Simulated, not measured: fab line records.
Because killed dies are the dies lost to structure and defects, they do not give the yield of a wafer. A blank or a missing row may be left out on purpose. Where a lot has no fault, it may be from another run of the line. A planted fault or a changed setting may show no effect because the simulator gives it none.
One fault seen from 2 desks    flow n5-finfet    each desk has only its own numbers; what lay behind them comes last

## FOR THE TOOL OWNER'S DESK: rie-diel-04
The tool's own readings at N5_BEOL_M0_SAQP_ETCH_88 (etches underlayer in N2/H2, target depth 6.5 nm, time 5.2 s): means of the sampled wafers that have a number, for each lot that ran on this tool. A lot is out of limits, marked OUT, if its mean lies more than 4 standard deviations from the usual mean; the brackets give that distance.
Columns: A = chamber-pressure-mTorr at N5_BEOL_M0_SAQP_ETCH_88, usual 30.00 mTorr; B = drypump-motor-current-A at N5_BEOL_M0_SAQP_ETCH_88, usual 5.8 A; C = etch-rf-on-time-s at N5_BEOL_M0_SAQP_ETCH_88, usual 5.22 s; D = oes-product-au at N5_BEOL_M0_SAQP_ETCH_88, usual 0.68 a.u.; E = rf-vpp-V at N5_BEOL_M0_SAQP_ETCH_88, usual 524.0 V; F = showerhead-plenum-p-Torr at N5_BEOL_M0_SAQP_ETCH_88, usual 2.55 Torr; G = throttle-valve-pct at N5_BEOL_M0_SAQP_ETCH_88, usual 17.91 %
lot   first seen here  A      B    C     D     E      F     G
L562  day 7 23:13      30.03  6.1  5.30  0.58  521.5  2.44  18.21
L563  day 8 08:50      30.01  6.0  5.28  0.58  522.0  2.48  18.21
L566  day 9 05:35      30.01  5.9  5.54  0.60  523.0  2.50  18.06
L569  day 9 15:51      29.97  5.9  5.57  0.61  523.4  2.50  18.05
Result from this desk: across the 4 lots, nothing is out of limits.

## AT THE METROLOGY DESK
Means of the sampled wafers that have a number, per lot and without regard to the tool the lot ran on: this is what the gauges read. A lot is out of limits, marked OUT, if its mean lies more than 4 standard deviations from the usual mean; the brackets give that distance. It has 10 readings; the 7 that lie furthest out on some lot are the ones shown.
Columns: A = DIBL_N at N5_BEOL_M4_RC_MEAS_101, usual 37.1 mV/V; B = DIBL_P at N5_BEOL_M4_RC_MEAS_101, usual 37.2 mV/V; C = IOFF_N at N5_BEOL_M4_RC_MEAS_101, usual 0.17 nA/um; D = IOFF_P at N5_BEOL_M4_RC_MEAS_101, usual 0.22 nA/um; E = SS_N at N5_BEOL_M4_RC_MEAS_101, usual 71.7 mV/dec; F = VT_N at N5_BEOL_M4_RC_MEAS_101, usual 248.9 mV; G = VT_P at N5_BEOL_M4_RC_MEAS_101, usual -251 mV
lot   first seen here  A     B     C     D     E     F      G
L553  day 9 21:03      38.5  39.1  0.19  0.23  71.9  247.8  -249
L562  day 10 19:17     36.2  35.9  0.16  0.21  71.1  249.9  -251
L563  day 10 19:43     36.0  38.0  0.16  0.20  71.4  248.9  -254
L569  day 12 17:26     39.0  39.4  0.21  0.22  72.3  245.9  -253
L568  day 12 17:54     38.5  39.7  0.20  0.23  72.2  247.0  -250
L566  day 12 19:37     38.0  37.8  0.17  0.23  71.0  249.2  -250
L575  day 14 10:52     39.2  37.9  0.18  0.23  72.1  249.3  -248
L576  day 14 13:47     37.7  37.2  0.19  0.26  72.3  247.1  -244
Result from this desk: across the 8 lots, nothing is out of limits.

## ALL TOGETHER
Nothing out of limits was seen by the tool owner's desk.
At the metrology desk, nothing out of limits was observed.

## WHAT THE SIMULATOR PUT IN
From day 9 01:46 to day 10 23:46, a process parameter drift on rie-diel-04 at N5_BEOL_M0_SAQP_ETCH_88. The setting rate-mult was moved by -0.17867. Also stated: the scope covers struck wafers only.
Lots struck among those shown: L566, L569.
